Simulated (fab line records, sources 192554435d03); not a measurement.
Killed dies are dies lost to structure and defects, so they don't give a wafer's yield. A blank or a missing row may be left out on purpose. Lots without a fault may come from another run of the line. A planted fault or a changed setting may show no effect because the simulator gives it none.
Chamber matching | flow n5_finfet | N5_BEOL_M0_SAQP_SPACER2_ALD_26 on ald_sin-04: 4 sister chambers
The step deposits SiO2, target thk 15 nm, pulse time 1 s, purge time 2 s. 18 wafers are shown with their chamber, then 9 later ones without.

WAFERS WITH THEIR CHAMBER
wafer  | chamber | heater_power_w (W) | heater_power_outer_w (W) | susceptor_temp_C (C)
L075.3 | 2       | 465                | 252                      | 299.91
L075.4 | 0       | 509                | 259                      | 300.04
L075.6 | 2       | 461                | 246                      | 300.31
L084.1 | 0       | 497                | 254                      | 299.86
L084.3 | 2       | 458                | 250                      | 300.19
L084.4 | 1       | 499                | 266                      | 299.94
L087.2 | 0       | 503                | 257                      | 299.85
L087.4 | 3       | 448                | 269                      | 300.08
L087.6 | 1       | 480                | 266                      | 299.75
L088.2 | 0       | 507                | 262                      | 299.99
L088.3 | 3       | 454                | 265                      | 299.95
L088.5 | 3       | 471                | 274                      | 299.99
L089.2 | 3       | 452                | 273                      | 299.90
L089.4 | 0       | 500                | 264                      | 299.90
L089.6 | 3       | 467                | 276                      | 299.94
L091.2 | 1       | 480                | 259                      | 300.08
L091.4 | 0       | 500                | 255                      | 300.19
L091.6 | 0       | 508                | 251                      | 300.19

SIGNATURES (means of the wafers above)
reading              | chamber 0 | chamber 1 | chamber 2 | chamber 3 | scatter within a chamber
heater_power_w       | 503.43    | 486.33    | 461.33    | 458.40    | 7.54
heater_power_outer_w | 257.43    | 263.67    | 249.33    | 271.40    | 4.26
susceptor_temp_C     | 300.0029  | 299.9233  | 300.1367  | 299.9720  | 0.142
Rule: a wafer's distance from a chamber is the root of the sum, over the readings, of the square of ((its reading less the chamber's mean) divided by the reading's scatter). The wafer belongs to the nearest chamber; if the next one is less than 2 further off, it can't be placed. The scatter: the root of (the sum of the squares of (reading less its chamber's mean) over the shown wafers, divided by (wafers less chambers)).

WAFERS WITHOUT THEIR CHAMBER
wafer  | heater_power_w (W) | heater_power_outer_w (W) | susceptor_temp_C (C)
L092.2 | 456                | 272                      | 299.90
L092.5 | 493                | 268                      | 300.21
L092.6 | 506                | 253                      | 299.67
L094.4 | 502                | 262                      | 299.61
L094.5 | 461                | 273                      | 300.26
L094.6 | 473                | 255                      | 299.72
L097.1 | 463                | 279                      | 300.19
L097.4 | 508                | 262                      | 300.20
L097.5 | 503                | 259                      | 300.35

WHICH CHAMBER EACH WENT THROUGH
wafer  | from the rows above               | in truth
L092.2 | 3                                 | 3
L092.5 | can't be placed: 1 or 0           | 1
L092.6 | can't be placed: 0 or 1           | 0
L094.4 | can't be placed: 0 or 1           | 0
L094.5 | 3                                 | 3
L094.6 | can't be placed: 1 or 2 or 0 or 3 | 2
L097.1 | 3                                 | 3
L097.4 | can't be placed: 0 or 1           | 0
L097.5 | can't be placed: 0 or 1           | 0
Placed correctly: 3 of 9. Can't be placed from these rows: 6 (the true chamber is among the candidates in 6). Placed wrongly: 0.
